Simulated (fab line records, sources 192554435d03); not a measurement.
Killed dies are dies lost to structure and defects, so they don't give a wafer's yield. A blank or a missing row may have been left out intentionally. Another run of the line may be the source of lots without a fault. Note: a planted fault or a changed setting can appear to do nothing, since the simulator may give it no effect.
The tool behind it: which one? :: flow n5 finfet :: 9 lots with 27 wafers sampled at 5 steps, on a route of 1938 steps

WHAT EACH GAUGE READ, for each wafer
N5_BEOL_M4_RC_MEAS_101. Usual: DIBL_N 36.1 mV/V, standard deviation 1.6; DIBL_P 35.8 mV/V, standard deviation 2.1; IOFF_N 0.16 nA/um, standard deviation 0.031; IOFF_P 0.21 nA/um, standard deviation 0.034; ION_N 673 uA/um, standard deviation 12; ION_P 461 uA/um, standard deviation 7.2; SS_N 71.4 mV/dec, standard deviation 0.59; SS_P 73.3 mV/dec, standard deviation 0.63; VT_N 250 mV, standard deviation 3.1; VT_P -250 mV, standard deviation 3.3.
lot: L453
measured: day 8 07:15
on: prober-02
DIBL_N (mV/V): 36.1 36.0 36.9
DIBL_P (mV/V): 36.1 35.6 36.0
IOFF_N (nA/um): 0.17 0.16 0.17
IOFF_P (nA/um): 0.21 0.21 0.21
ION_N (uA/um): 676 670 689
ION_P (uA/um): 463 457 465
SS_N (mV/dec): 71.7 71.8 71.4
SS_P (mV/dec): 73.4 73.3 74.3
VT_N (mV): 248 249 247
VT_P (mV): -253 -250 -252
flag: 

lot: L455
measured: day 8 18:02
on: prober-02
DIBL_N (mV/V): 34.3 35.6 35.1
DIBL_P (mV/V): 33.2 35.8 33.9
IOFF_N (nA/um): 0.11 0.13 0.12
IOFF_P (nA/um): 0.15 0.19 0.16
ION_N (uA/um): 661 663 661
ION_P (uA/um): 454 458 460
SS_N (mV/dec): 71.0 70.2 71.0
SS_P (mV/dec): 72.4 73.4 72.8
VT_N (mV): 254 251 254
VT_P (mV): -255 -254 -254
flag: 

lot: L457
measured: day 9 09:04
on: prober-02
DIBL_N (mV/V): 36.3 36.1 38.2
DIBL_P (mV/V): 36.9 37.0 39.6
IOFF_N (nA/um): 0.17 0.17 0.23
IOFF_P (nA/um): 0.21 0.21 0.27
ION_N (uA/um): 683 677 687
ION_P (uA/um): 459 457 465
SS_N (mV/dec): 71.6 71.6 72.3
SS_P (mV/dec): 73.3 73.4 74.0
VT_N (mV): 250 249 243
VT_P (mV): -253 -253 -249
flag: 

lot: L464
measured: day 11 06:13
on: prober-01
DIBL_N (mV/V): 34.2 34.6 36.7
DIBL_P (mV/V): 34.8 36.0 36.9
IOFF_N (nA/um): 0.14 0.15 0.18
IOFF_P (nA/um): 0.20 0.21 0.21
ION_N (uA/um): 666 688 687
ION_P (uA/um): 463 478 471
SS_N (mV/dec): 70.9 71.3 71.7
SS_P (mV/dec): 72.3 72.5 73.6
VT_N (mV): 250 248 247
VT_P (mV): -249 -250 -254
flag: 

lot: L465
measured: day 11 10:46
on: prober-01
DIBL_N (mV/V): 36.6 36.2 33.7
DIBL_P (mV/V): 36.1 34.7 32.1
IOFF_N (nA/um): 0.16 0.15 0.12
IOFF_P (nA/um): 0.22 0.19 0.16
ION_N (uA/um): 667 665 658
ION_P (uA/um): 463 457 448
SS_N (mV/dec): 71.8 71.3 70.5
SS_P (mV/dec): 73.7 72.7 72.8
VT_N (mV): 249 253 252
VT_P (mV): -248 -249 -251
flag: 

lot: L466
measured: day 11 15:33
on: prober-01
DIBL_N (mV/V): 37.8 34.7 35.8
DIBL_P (mV/V): 38.7 34.4 36.0
IOFF_N (nA/um): 0.20 0.13 0.15
IOFF_P (nA/um): 0.28 0.20 0.23
ION_N (uA/um): 680 676 672
ION_P (uA/um): 468 463 462
SS_N (mV/dec): 71.4 71.5 71.4
SS_P (mV/dec): 73.7 73.3 73.7
VT_N (mV): 248 253 249
VT_P (mV): -247 -250 -250
flag: 

lot: L467
measured: day 11 13:50
on: prober-02
DIBL_N (mV/V): 37.1 35.9 36.5
DIBL_P (mV/V): 36.5 36.2 36.0
IOFF_N (nA/um): 0.18 0.16 0.17
IOFF_P (nA/um): 0.21 0.21 0.21
ION_N (uA/um): 686 676 678
ION_P (uA/um): 469 464 460
SS_N (mV/dec): 72.0 71.6 71.8
SS_P (mV/dec): 73.1 73.7 73.5
VT_N (mV): 246 247 248
VT_P (mV): -251 -252 -252
flag: 

lot: L468
measured: day 11 19:40
on: prober-01
DIBL_N (mV/V): 35.4 33.9 32.9
DIBL_P (mV/V): 35.8 34.5 33.4
IOFF_N (nA/um): 0.15 0.13 0.11
IOFF_P (nA/um): 0.21 0.18 0.17
ION_N (uA/um): 672 656 646
ION_P (uA/um): 465 454 457
SS_N (mV/dec): 71.2 70.8 70.6
SS_P (mV/dec): 73.1 72.5 72.7
VT_N (mV): 249 254 253
VT_P (mV): -250 -250 -252
flag: 

lot: L471
measured: day 12 17:00
on: prober-01
DIBL_N (mV/V): 36.2 35.7 38.9
DIBL_P (mV/V): 36.4 36.7 39.9
IOFF_N (nA/um): 0.15 0.14 0.20
IOFF_P (nA/um): 0.20 0.20 0.25
ION_N (uA/um): 669 673 676
ION_P (uA/um): 461 465 463
SS_N (mV/dec): 70.9 71.5 72.4
SS_P (mV/dec): 73.8 73.3 74.3
VT_N (mV): 250 251 246
VT_P (mV): -251 -250 -247
flag: 

WHICH TOOL RAN EACH LOT (tool, then ch and the chambers of the sampled wafers, then the start)
lot: L453
N5_HKMG_FIN_DESCUM_17: rie diel-01 ch 1,2,3, day 4 07:05
N5_HKMG_FIN_STRIP_69: plasma asher-02 ch 0,1, day 4 10:11
N5_HKMG_FIN_ALD_72: cvd w-01 ch 0,1, day 4 10:55
N5_GATE_CUT_VAPOR_ETCH_60: rie metal-02 ch 0,1, day 4 12:05

lot: L455
N5_HKMG_FIN_DESCUM_17: rie diel-01 ch 0,1,3, day 4 14:29
N5_HKMG_FIN_STRIP_69: plasma asher-02 ch 0,1, day 4 17:15
N5_HKMG_FIN_ALD_72: cvd w-01 ch 0,1, day 4 17:59
N5_GATE_CUT_VAPOR_ETCH_60: rie metal-02 ch 0,1, day 4 19:12

lot: L457
N5_HKMG_FIN_DESCUM_17: rie diel-01 ch 0,2,3, day 5 03:33
N5_HKMG_FIN_STRIP_69: plasma asher-01 ch 0,1, day 5 06:41
N5_HKMG_FIN_ALD_72: cvd w-02 ch 0,1, day 5 07:20
N5_GATE_CUT_VAPOR_ETCH_60: rie metal-03 ch 0,1, day 5 08:29

lot: L464
N5_HKMG_FIN_DESCUM_17: rie diel-02 ch 1,2,3, day 7 02:24
N5_HKMG_FIN_STRIP_69: plasma asher-01 ch 0,1, day 7 05:18
N5_HKMG_FIN_ALD_72: cvd w-02 ch 0,1, day 7 06:03
N5_GATE_CUT_VAPOR_ETCH_60: rie metal-03 ch 0,1, day 7 07:12

lot: L465
N5_HKMG_FIN_DESCUM_17: rie diel-04 ch 0,1,2, day 7 06:03
N5_HKMG_FIN_STRIP_69: plasma asher-01 ch 1, day 7 08:48
N5_HKMG_FIN_ALD_72: cvd w-01 ch 0,1, day 7 09:32
N5_GATE_CUT_VAPOR_ETCH_60: rie metal-01 ch 1, day 7 10:43

lot: L466
N5_HKMG_FIN_DESCUM_17: rie diel-02 ch 2,3, day 7 12:34
N5_HKMG_FIN_STRIP_69: plasma asher-01 ch 0,1, day 7 15:19
N5_HKMG_FIN_ALD_72: cvd w-01 ch 0,1, day 7 16:04
N5_GATE_CUT_VAPOR_ETCH_60: rie metal-01 ch 0,1, day 7 17:22

lot: L467
N5_HKMG_FIN_DESCUM_17: rie diel-02 ch 0,2, day 7 15:03
N5_HKMG_FIN_STRIP_69: plasma asher-02 ch 0,1, day 7 17:52
N5_HKMG_FIN_ALD_72: cvd w-02 ch 0,1, day 7 18:36
N5_GATE_CUT_VAPOR_ETCH_60: rie metal-02 ch 0,1, day 7 19:46

lot: L468
N5_HKMG_FIN_DESCUM_17: rie diel-02 ch 1,3, day 7 21:55
N5_HKMG_FIN_STRIP_69: plasma asher-02 ch 0,1, day 8 00:48
N5_HKMG_FIN_ALD_72: cvd w-02 ch 0,1, day 8 01:34
N5_GATE_CUT_VAPOR_ETCH_60: rie metal-02 ch 1, day 8 02:58

lot: L471
N5_HKMG_FIN_DESCUM_17: rie diel-01 ch 1,2,3, day 8 17:46
N5_HKMG_FIN_STRIP_69: plasma asher-01 ch 0,1, day 8 20:35
N5_HKMG_FIN_ALD_72: cvd w-02 ch 0, day 8 21:21
N5_GATE_CUT_VAPOR_ETCH_60: rie metal-02 ch 0,1, day 8 22:35
- N5_HKMG_FIN_DESCUM_17: chemistry O2, time 7.9 s.
- N5_HKMG_FIN_STRIP_69: strips in N2/H2, time 360 s.
- N5_HKMG_FIN_ALD_72: deposits W, target thk 2 nm, pulse time 1 s, purge time 2 s.
- N5_GATE_CUT_VAPOR_ETCH_60: etches HfO2 in BCl3/Cl2.

AS READ BY THE TOOLS THEMSELVES (means over the sampled wafers that have a number; for cases with no such wafer, the mark the record gives instead)
N5_HKMG_FIN_DESCUM_17. Usual: drypump motor current A 5.9 A, standard deviation 0.46; oes product au 0.78 a.u., standard deviation 0.065; rf fwd power W 49.34 W, standard deviation 0.21; rf vpp V 243.2 V, standard deviation 1.1; showerhead plenum p Torr 2.10 Torr, standard deviation 0.059; throttle valve pct 20.51 %, standard deviation 0.23.
lot: L453
tool: rie diel-01
drypump motor current A (A): 6.1
oes product au (a.u.): 0.81
rf fwd power W (W): 49.48
rf vpp V (V): 242.9
showerhead plenum p Torr (Torr): 2.12
throttle valve pct (%): 20.64
flag: 

lot: L455
tool: rie diel-01
drypump motor current A (A): 6.2
oes product au (a.u.): 0.79
rf fwd power W (W): 49.50
rf vpp V (V): 243.6
showerhead plenum p Torr (Torr): 2.11
throttle valve pct (%): 20.50
flag: 

lot: L457
tool: rie diel-01
drypump motor current A (A): 6.1
oes product au (a.u.): 0.76
rf fwd power W (W): 49.48
rf vpp V (V): 243.1
showerhead plenum p Torr (Torr): 2.07
throttle valve pct (%): 20.46
flag: 

lot: L464
tool: rie diel-02
drypump motor current A (A): 5.9
oes product au (a.u.): 0.75
rf fwd power W (W): 49.45
rf vpp V (V): 242.8
showerhead plenum p Torr (Torr): 2.13
throttle valve pct (%): 20.58
flag: 

lot: L465
tool: rie diel-04
drypump motor current A (A): 5.6
oes product au (a.u.): 0.78
rf fwd power W (W): 49.01
rf vpp V (V): 243.9
showerhead plenum p Torr (Torr): 2.09
throttle valve pct (%): 20.29
flag: 

lot: L466
tool: rie diel-02
drypump motor current A (A): 5.7
oes product au (a.u.): 0.73
rf fwd power W (W): 49.52
rf vpp V (V): 243.6
showerhead plenum p Torr (Torr): 2.12
throttle valve pct (%): 20.49
flag: 

lot: L467
tool: rie diel-02
drypump motor current A (A): 6.5
oes product au (a.u.): 0.80
rf fwd power W (W): 49.45
rf vpp V (V): 243.4
showerhead plenum p Torr (Torr): 2.17
throttle valve pct (%): 20.67
flag: 

lot: L468
tool: rie diel-02
drypump motor current A (A): 5.6
oes product au (a.u.): 0.75
rf fwd power W (W): 49.30
rf vpp V (V): 243.5
showerhead plenum p Torr (Torr): 2.09
throttle valve pct (%): 20.50
flag: 

lot: L471
tool: rie diel-01
drypump motor current A (A): 6.2
oes product au (a.u.): 0.77
rf fwd power W (W): 49.35
rf vpp V (V): 243.4
showerhead plenum p Torr (Torr): 2.10
throttle valve pct (%): 20.68
flag: 

N5_HKMG_FIN_STRIP_69. Usual: drypump motor current A 5.38 A, standard deviation 0.27; heater power w 494 W, standard deviation 21.
lot: L453
tool: plasma asher-02
drypump motor current A (A): 5.03
heater power w (W): 496
flag: 

lot: L455
tool: plasma asher-02
drypump motor current A (A): 5.07
heater power w (W): 515
flag: 

lot: L457
tool: plasma asher-01
drypump motor current A (A): 5.54
heater power w (W): 481
flag: 

lot: L464
tool: plasma asher-01
drypump motor current A (A): 5.59
heater power w (W): 495
flag: 

lot: L465
tool: plasma asher-01
drypump motor current A (A): 5.68
heater power w (W): 506
flag: 

lot: L466
tool: plasma asher-01
drypump motor current A (A): 5.61
heater power w (W): 495
flag: 

lot: L467
tool: plasma asher-02
drypump motor current A (A): 5.09
heater power w (W): 511
flag: 

lot: L468
tool: plasma asher-02
drypump motor current A (A): 5.05
heater power w (W): 494
flag: 

lot: L471
tool: plasma asher-01
drypump motor current A (A): 5.55
heater power w (W): 483
flag: 

N5_HKMG_FIN_ALD_72. Usual: heater power w 486 W, standard deviation 25; precursor pulse height rel 0.997, standard deviation 0.02.
lot: L453
tool: cvd w-01
heater power w (W): 482
precursor pulse height rel: 0.993
flag: 

lot: L455
tool: cvd w-01
heater power w (W): 480
precursor pulse height rel: 1.002
flag: 

lot: L457
tool: cvd w-02
heater power w (W): 479
precursor pulse height rel: 1.004
flag: 

lot: L464
tool: cvd w-02
heater power w (W): 480
precursor pulse height rel: 1.007
flag: 

lot: L465
tool: cvd w-01
heater power w (W): 487
precursor pulse height rel: 1.011
flag: 

lot: L466
tool: cvd w-01
heater power w (W): 488
precursor pulse height rel: 0.977
flag: 

lot: L467
tool: cvd w-02
heater power w (W): 459
precursor pulse height rel: 0.990
flag: 

lot: L468
tool: cvd w-02
heater power w (W): 484
precursor pulse height rel: 1.020
flag: 

lot: L471
tool: cvd w-02
heater power w (W): 514
precursor pulse height rel: 0.999
flag: 

N5_GATE_CUT_VAPOR_ETCH_60. Usual: drypump motor current A 5.7 A, standard deviation 0.51; oes product au 0.71 a.u., standard deviation 0.046.
lot: L453
tool: rie metal-02
drypump motor current A (A): 5.6
oes product au (a.u.): 0.70
flag: 

lot: L455
tool: rie metal-02
drypump motor current A (A): 6.1
oes product au (a.u.): 0.69
flag: 

lot: L457
tool: rie metal-03
drypump motor current A (A): 5.5
oes product au (a.u.): 0.70
flag: 

lot: L464
tool: rie metal-03
drypump motor current A (A): 5.3
oes product au (a.u.): 0.76
flag: 

lot: L465
tool: rie metal-01
drypump motor current A (A): 5.7
oes product au (a.u.): 0.76
flag: 

lot: L466
tool: rie metal-01
drypump motor current A (A): 5.7
oes product au (a.u.): 0.74
flag: 

lot: L467
tool: rie metal-02
drypump motor current A (A): 5.6
oes product au (a.u.): 0.69
flag: 

lot: L468
tool: rie metal-02
drypump motor current A (A): 6.5
oes product au (a.u.): 0.68
flag: 

lot: L471
tool: rie metal-02
drypump motor current A (A): 5.5
oes product au (a.u.): 0.68
flag: 

THE ANSWER, worked out from the rows above alone
Rule: take the mean of a lot's wafers that have a number; if it is more than 3 standard deviations from the usual mean, the lot is off. A lot without any number at a reading at which 4 lots or more have one is off too. Where the step has rows for the other lots, those lots are counted as sound. After the gauges, taken in route order, come the tools' own readings; for these a lot's mean is taken, as printed above. At the first step where some lot is off, the reading lying furthest off is the one used; lots without a number count as furthest.
Across all readings shown, no lot is off: no conclusion can be drawn from this.

WHAT HAD BEEN PUT IN BY THE SIMULATOR
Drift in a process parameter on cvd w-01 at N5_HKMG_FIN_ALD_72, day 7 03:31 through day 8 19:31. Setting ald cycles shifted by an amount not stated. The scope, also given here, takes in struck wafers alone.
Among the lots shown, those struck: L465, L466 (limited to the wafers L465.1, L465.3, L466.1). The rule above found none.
